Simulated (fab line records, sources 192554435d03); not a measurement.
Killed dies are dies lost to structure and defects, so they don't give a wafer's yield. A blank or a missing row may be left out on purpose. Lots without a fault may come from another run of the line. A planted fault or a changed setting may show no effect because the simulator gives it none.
Which tool did it? | flow n5_finfet | 24 lots, 72 wafers sampled, at 4 steps of a route of 1938

WHAT THE GAUGES READ, wafer by wafer
N5_FIN_CUT_CD_MEAS_08: target cd 29.1 nm.
lot  | measured    | on        | cd_nm (nm)
L074 | day 2 02:59 | cd_sem-01 | 29.00 28.49 28.94
L075 | day 2 10:29 | cd_sem-01 | 29.24 29.24 29.15
L076 | day 2 15:20 | cd_sem-01 | 29.05 29.08 29.05
L077 | day 2 20:51 | cd_sem-02 | 28.86 29.18 29.19
L078 | day 3 02:55 | cd_sem-01 | 29.47 29.02 29.66
L079 | day 3 09:40 | cd_sem-03 | 28.94 29.20 29.26
L080 | day 3 15:50 | cd_sem-03 | 29.08 28.88 29.30
L081 | day 3 23:46 | cd_sem-01 | 29.14 29.40 29.03
L082 | day 4 04:09 | cd_sem-03 | 29.10 29.36 29.25
L083 | day 4 09:42 | cd_sem-03 | 29.02 29.04 29.21
L084 | day 4 15:32 | cd_sem-01 | 28.97 29.08 29.51
L085 | day 5 00:02 | cd_sem-02 | 29.06 29.44 29.36
L086 | day 5 05:11 | cd_sem-01 | 29.05 29.09 28.90
L087 | day 5 10:05 | cd_sem-03 | 28.71 29.19 29.12
L088 | day 5 16:00 | cd_sem-02 | 28.75 29.23 28.98
L089 | day 5 22:25 | cd_sem-01 | 29.18 29.50 28.94
L090 | day 6 03:07 | cd_sem-03 | 28.65 29.02 29.13
L091 | day 6 09:04 | cd_sem-01 | 28.77 29.25 29.23
L092 | day 6 15:43 | cd_sem-03 | 28.98 29.13 29.02
L093 | day 6 21:08 | cd_sem-02 | 28.86 29.23 29.06
L094 | day 7 05:41 | cd_sem-03 | 29.09 29.15 28.51
L095 | day 7 10:10 | cd_sem-02 | 29.60 29.56 28.82
L096 | day 7 15:15 | cd_sem-03 | 29.20 28.76 29.35
L097 | day 7 20:44 | cd_sem-03 | 29.27 29.10 28.99

N5_STI_FIN_REVEAL_THK_MEAS_05.
lot  | measured    | on            | thk_nm (nm)
L074 | day 2 09:41 | film_metro-01 | 133.1 133.4 133.8
L075 | day 2 18:28 | film_metro-01 | 132.2 132.9 131.0
L076 | day 2 21:49 | film_metro-01 | 134.6 133.3 133.1
L077 | day 3 04:00 | film_metro-01 | 133.0 133.1 133.5
L078 | day 3 10:32 | film_metro-01 | 133.2 132.2 133.3
L079 | day 3 17:01 | film_metro-02 | 132.6 131.5 132.7
L080 | day 3 22:18 | film_metro-01 | 133.4 133.5 131.8
L081 | day 4 07:15 | film_metro-02 | 132.6 130.9 132.4
L082 | day 4 10:37 | film_metro-02 | 130.3 133.9 131.4
L083 | day 4 16:14 | film_metro-01 | 132.6 132.2 133.9
L084 | day 4 23:19 | film_metro-01 | 132.1 131.0 133.1
L085 | day 5 06:37 | film_metro-01 | 135.5 133.5 131.5
L086 | day 5 12:08 | film_metro-02 | 132.1 131.9 132.7
L087 | day 5 16:47 | film_metro-01 | 132.1 133.2 132.0
L088 | day 5 22:37 | film_metro-01 | 134.7 135.8 134.1
L089 | day 6 04:55 | film_metro-01 | 131.3 132.9 130.8
L090 | day 6 09:50 | film_metro-02 | 132.9 133.1 134.6
L091 | day 6 15:31 | film_metro-02 | 132.2 133.4 132.2
L092 | day 6 22:22 | film_metro-02 | 130.8 131.7 130.6
L093 | day 7 03:50 | film_metro-01 | 130.8 130.7 132.2
L094 | day 7 13:04 | film_metro-02 | 132.2 132.1 132.7
L095 | day 7 16:56 | film_metro-02 | 131.2 130.8 129.6
L096 | day 7 21:42 | film_metro-01 | 132.6 133.7 133.3
L097 | day 8 03:38 | film_metro-02 | 131.7 131.8 132.5

N5_SD_EPI_N_OVL_MEAS_10.
lot  | measured    | on         | SD_N_BLK_OVL (nm)
L074 | day 3 00:17 | overlay-01 | -1.2 -0.4 -1.2
L075 | day 3 11:21 | overlay-02 | -1.1 -0.3 0.2
L076 | day 3 12:41 | overlay-01 | 0.6 -0.7 0.6
L077 | day 3 20:20 | overlay-02 | -0.4 -1.1 -0.5
L078 | day 4 02:49 | overlay-01 | 0.6 0.0 -0.4
L079 | day 4 09:08 | overlay-02 | -1.5 0.6 -0.5
L080 | day 4 13:14 | overlay-01 | -0.6 0.0 0.3
L081 | day 4 21:28 | overlay-02 | 0.2 -0.4 0.2
L082 | day 5 00:44 | overlay-02 | 0.3 -0.6 -0.4
L083 | day 5 07:07 | overlay-01 | -0.5 -0.6 -0.6
L084 | day 5 16:13 | overlay-01 | -0.3 -0.9 -1.2
L085 | day 5 21:14 | overlay-02 | -0.9 -0.5 -1.7
L086 | day 6 02:57 | overlay-02 | 0.8 -0.1 -0.8
L087 | day 6 09:02 | overlay-02 | 0.3 1.4 0.9
L088 | day 6 13:20 | overlay-02 | -0.9 0.8 0.5
L089 | day 6 18:56 | overlay-01 | -1.1 -1.7 -0.9
L090 | day 7 00:38 | overlay-01 | -2.3 -1.4 -0.1
L091 | day 7 05:48 | overlay-01 | -0.1 -0.5 -0.3
L092 | day 7 16:01 | overlay-01 | 0.8 0.3 0.8
L093 | day 7 18:28 | overlay-02 | -1.1 -1.2 -2.9
L094 | day 8 03:17 | overlay-02 | -0.4 -0.7 -0.4
L095 | day 8 07:16 | overlay-01 | -0.1 -1.1 -1.4
L096 | day 8 15:03 | overlay-01 | -0.6 -0.1 -0.1
L097 | day 8 18:04 | overlay-01 | -0.1 -0.9 -0.1

WHICH TOOL RAN EACH LOT (tool, then ch and the chambers of the sampled wafers, then the start)
lot  | N5_STI_FIN_REVEAL_OXIDATION_31
L074 | plasma_asher-01 ch 0, day 2 12:20
L075 | plasma_asher-02 ch 1, day 2 21:11
L076 | plasma_asher-02 ch 0,1, day 3 00:28
L077 | plasma_asher-01 ch 0,1, day 3 06:42
L078 | plasma_asher-02 ch 0,1, day 3 13:10
L079 | plasma_asher-02 ch 0,1, day 3 20:34
L080 | plasma_asher-02 ch 0,1, day 4 01:12
L081 | plasma_asher-02 ch 0,1, day 4 09:55
L082 | plasma_asher-02 ch 0,1, day 4 13:17
L083 | plasma_asher-02 ch 0,1, day 4 18:53
L084 | plasma_asher-01 ch 0,1, day 5 01:58
L085 | plasma_asher-02 ch 0,1, day 5 09:21
L086 | plasma_asher-02 ch 0,1, day 5 14:47
L087 | plasma_asher-01 ch 0,1, day 5 19:38
L088 | plasma_asher-01 ch 1, day 6 01:25
L089 | plasma_asher-02 ch 0,1, day 6 07:33
L090 | plasma_asher-02 ch 0,1, day 6 12:29
L091 | plasma_asher-02 ch 0,1, day 6 18:10
L092 | plasma_asher-01 ch 0,1, day 7 03:50
L093 | plasma_asher-01 ch 0,1, day 7 06:28
L094 | plasma_asher-01 ch 0,1, day 7 15:48
L095 | plasma_asher-02 ch 0,1, day 7 19:34
L096 | plasma_asher-01 ch 0,1, day 8 00:22
L097 | plasma_asher-02 ch 0,1, day 8 06:31
- N5_STI_FIN_REVEAL_OXIDATION_31: chemistry O2 PLASMA REMOTE, time 20 s.

WHAT THE TOOLS THEMSELVES READ (means of the sampled wafers that have a number; where no wafer has one, the mark that the record gives instead)
N5_STI_FIN_REVEAL_OXIDATION_31.
lot  | tool            | drypump_motor_current_A (A) | heater_power_w (W) | temp_c (C)
L074 | plasma_asher-01 | 5.17                        | 140                | 150.11
L075 | plasma_asher-02 | 5.29                        | 128                | 150.15
L076 | plasma_asher-02 | 5.43                        | 151                | 149.85
L077 | plasma_asher-01 | 5.46                        | 156                | 150.10
L078 | plasma_asher-02 | 5.37                        | 140                | 150.07
L079 | plasma_asher-02 | 5.45                        | 153                | 149.94
L080 | plasma_asher-02 | 5.39                        | 140                | 150.04
L081 | plasma_asher-02 | 5.39                        | 138                | 150.03
L082 | plasma_asher-02 | 5.38                        | 137                | 149.81
L083 | plasma_asher-02 | 5.38                        | 138                | 149.94
L084 | plasma_asher-01 | 5.45                        | 154                | 149.99
L085 | plasma_asher-02 | 5.45                        | 152                | 149.88
L086 | plasma_asher-02 | 5.37                        | 139                | 150.03
L087 | plasma_asher-01 | 5.31                        | 147                | 150.02
L088 | plasma_asher-01 | 5.60                        | 161                | 149.91
L089 | plasma_asher-02 | 5.45                        | 151                | 149.88
L090 | plasma_asher-02 | 5.45                        | 150                | 149.93
L091 | plasma_asher-02 | 5.38                        | 139                | 149.92
L092 | plasma_asher-01 | 5.30                        | 147                | 149.82
L093 | plasma_asher-01 | 5.31                        | 147                | 149.91
L094 | plasma_asher-01 | 5.47                        | 155                | 149.96
L095 | plasma_asher-02 | 5.45                        | 150                | 149.91
L096 | plasma_asher-01 | 5.44                        | 156                | 150.15
L097 | plasma_asher-02 | 5.46                        | 149                | 149.94

THE ANSWER, worked out from the rows above alone
Rule: what is usual is taken from the lots themselves. Put in order of their means at a reading, lots are off if they are a third of the lots or fewer, leave a main group of 4 or more, and stand apart from it by a gap of 3 or more times the standard deviation of the main group's means; of several such gaps the widest counts. A main group whose means are all the same, to the digits that the tables above print for the reading, isn't used. A lot without any number at a reading at which 4 lots or more have one is off too. The other lots that the step has rows for count as sound. The gauges are gone through in route order, then the tools' own readings, and for those a lot's mean is taken as printed above. The first step at which some lot is off is used, and at that step the reading that is off furthest; a lot without a number counts as furthest.
No lot is off at any reading shown: from this, nothing can be told.

WHAT THE SIMULATOR HAD PUT IN
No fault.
